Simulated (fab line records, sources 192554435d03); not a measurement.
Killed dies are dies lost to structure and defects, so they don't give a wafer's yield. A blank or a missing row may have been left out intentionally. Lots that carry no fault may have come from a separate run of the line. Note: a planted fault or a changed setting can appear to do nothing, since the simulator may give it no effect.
Chamber matching || flow n5 finfet || N5_BEOL_M9_VIA_ETCH_34 on rie diel-02 has 4 sister chambers
The step etches SiCOH lowk in C4F6/O2, target depth 182.4 nm, time 68.4 s. 8 wafers are shown with their chamber, then 7 later ones without.

## WAFERS, EACH WITH ITS CHAMBER
{"wafer": "L074.6", "chamber": 0, "rf vpp V (V)": 651, "oes product au (a.u.)": 0.91}
{"wafer": "L077.5", "chamber": 2, "rf vpp V (V)": 662, "oes product au (a.u.)": 0.94}
{"wafer": "L079.4", "chamber": 2, "rf vpp V (V)": 662, "oes product au (a.u.)": 0.94}
{"wafer": "L085.3", "chamber": 3, "rf vpp V (V)": 673, "oes product au (a.u.)": 0.67}
{"wafer": "L085.4", "chamber": 1, "rf vpp V (V)": 646, "oes product au (a.u.)": 0.69}
{"wafer": "L085.5", "chamber": 3, "rf vpp V (V)": 674, "oes product au (a.u.)": 0.68}
{"wafer": "L086.3", "chamber": 1, "rf vpp V (V)": 647, "oes product au (a.u.)": 0.68}
{"wafer": "L086.4", "chamber": 0, "rf vpp V (V)": 651, "oes product au (a.u.)": 0.87}

## WAFERS WITHOUT THEIR CHAMBER
{"wafer": "L086.6", "rf vpp V (V)": 646, "oes product au (a.u.)": 0.68}
{"wafer": "L094.2", "rf vpp V (V)": 684, "oes product au (a.u.)": 0.91}
{"wafer": "L094.3", "rf vpp V (V)": 659, "oes product au (a.u.)": 0.85}
{"wafer": "L094.6", "rf vpp V (V)": 650, "oes product au (a.u.)": 0.84}
{"wafer": "L096.1", "rf vpp V (V)": 684, "oes product au (a.u.)": 0.99}
{"wafer": "L096.3", "rf vpp V (V)": 683, "oes product au (a.u.)": 0.90}
{"wafer": "L096.5", "rf vpp V (V)": 650, "oes product au (a.u.)": 0.84}

## THE CHAMBER EACH PASSED THROUGH
{"wafer": "L086.6", "from the rows above": 1, "in truth": 1}
{"wafer": "L094.2", "from the rows above": 3, "in truth": 3}
{"wafer": "L094.3", "from the rows above": 2, "in truth": 2}
{"wafer": "L094.6", "from the rows above": 0, "in truth": 0}
{"wafer": "L096.1", "from the rows above": 3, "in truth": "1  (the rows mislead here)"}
{"wafer": "L096.3", "from the rows above": 3, "in truth": 3}
{"wafer": "L096.5", "from the rows above": 0, "in truth": 0}
Placed correctly: 6 of 7. From these rows, 0 cannot be placed. Placed wrongly: 1.
How it was worked out, from the rows above alone: a wafer's distance from a chamber is the root of the sum, over the readings, of the square of ((its reading less the chamber's mean) divided by the reading's scatter). If the next closest chamber is less than 2 further off than the closest, the wafer can't be placed; otherwise it belongs to the closest. The mean given for a chamber averages the wafers shown for that chamber. The scatter: the root of (the sum of the squares of (reading less its chamber's mean) over the shown wafers, divided by (wafers less chambers)).
